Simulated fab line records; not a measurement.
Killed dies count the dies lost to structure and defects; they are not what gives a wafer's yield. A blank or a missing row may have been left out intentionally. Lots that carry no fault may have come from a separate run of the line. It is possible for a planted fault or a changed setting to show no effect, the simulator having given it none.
Split-lot study ; flow n5_finfet ; route with 1938 steps; 7 lots, 21 wafers read

THE SPLIT
At N5_WELL_APT_COAT_02 (resist thk 950 nm), the setting spin_rpm was moved away from the recipe's 1357 rpm on 6 of the 21 wafers read, by -8.9% to +11.1%. All remaining wafers had this setting at the recipe value.

The reading is taken at the split's own step.

THE READING
coat_of_WELL_APT_COAT_02.thk_nm (the simulator's own value, which no gauge read), in nm, at N5_WELL_APT_COAT_02 (resist thk 950 nm). There is no usual value for it anywhere in the file. Across the 15 wafers here that went through the recipe, the average is 949.5 nm and the standard deviation 3.1 nm.

wafer;tool, chamber at the split;spin_rpm as run, rpm;against the recipe;coat_of_WELL_APT_COAT_02.thk_nm, nm;against lot-mates on the recipe
L074.1;litho_track-05, 0;1236;-8.9%;992;no lot-mate on the recipe
L074.3;litho_track-05, 0;1236;-8.9%;992.6;no lot-mate on the recipe
L074.4;litho_track-05, 0;1236;-8.9%;988.2;no lot-mate on the recipe
L081.4;litho_track-01, 0;1357;recipe;948.3;-
L081.5;litho_track-01, 0;1357;recipe;948.6;-
L081.6;litho_track-01, 0;1357;recipe;951.3;-
L084.1;litho_track-05, 0;1357;recipe;943.6;-
L084.2;litho_track-05, 0;1357;recipe;944;-
L084.6;litho_track-05, 0;1357;recipe;948.3;-
L086.3;litho_track-01, 0;1408;+3.8%;932.7;-16.8
L086.4;litho_track-01, 0;1357;recipe;948.9;-
L086.5;litho_track-01, 0;1357;recipe;950;-
L089.2;litho_track-01, 0;1357;recipe;952.7;-
L089.3;litho_track-01, 0;1507;+11.1%;904;-48.7
L089.6;litho_track-01, 0;1507;+11.1%;904.4;-48.3
L090.2;litho_track-05, 0;1357;recipe;950.7;-
L090.3;litho_track-05, 0;1357;recipe;947.6;-
L090.5;litho_track-05, 0;1357;recipe;947.6;-
L091.3;litho_track-01, 0;1357;recipe;954.3;-
L091.4;litho_track-01, 0;1357;recipe;954.1;-
L091.6;litho_track-01, 0;1357;recipe;953.1;-

FIT RESULTS
A straight line over all 21 wafers: coat_of_WELL_APT_COAT_02.thk_nm changes by -4.37 nm for each +1% of spin_rpm; r = -0.99; the points scatter about the line by 3.1 nm.
The same after taking each lot's own level away (the mean of its wafers on the recipe; 18 wafers): -4.39 nm for each +1%; r = -1.00; scatter 1.3 nm.
According to that fit, moving spin_rpm by its largest amount changes the reading by 49 nm.
The lots' own levels span 945.30 to 953.83 nm, that is 2.7 times the standard deviation above.
The two slopes are in agreement: the lot-to-lot level therefore moves the slope only a little.
Check: for one of the wafers moved furthest among these (+11.1%), held out of the fit, the line's prediction against its lot-mates is -48.4 nm. Against them it came out at -48.7 nm.

OTHER SPLITS ON THESE WAFERS
Other splits were also applied to these wafers ahead of the reading. Each is held against what the fit with the lots' levels taken away leaves over:
other split on the same wafers;wafers away from the commonest value;r with coat_of_WELL_APT_COAT_02.thk_nm (lot level and that fit taken away)
N5_ZERO_LAYER_EXPOSE_08 dose_mj;9;+0.30

FILE'S OWN FIT
coat_of_WELL_APT_COAT_02.thk_nm changes by -4.39 nm for each +1% of spin_rpm, r = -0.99.
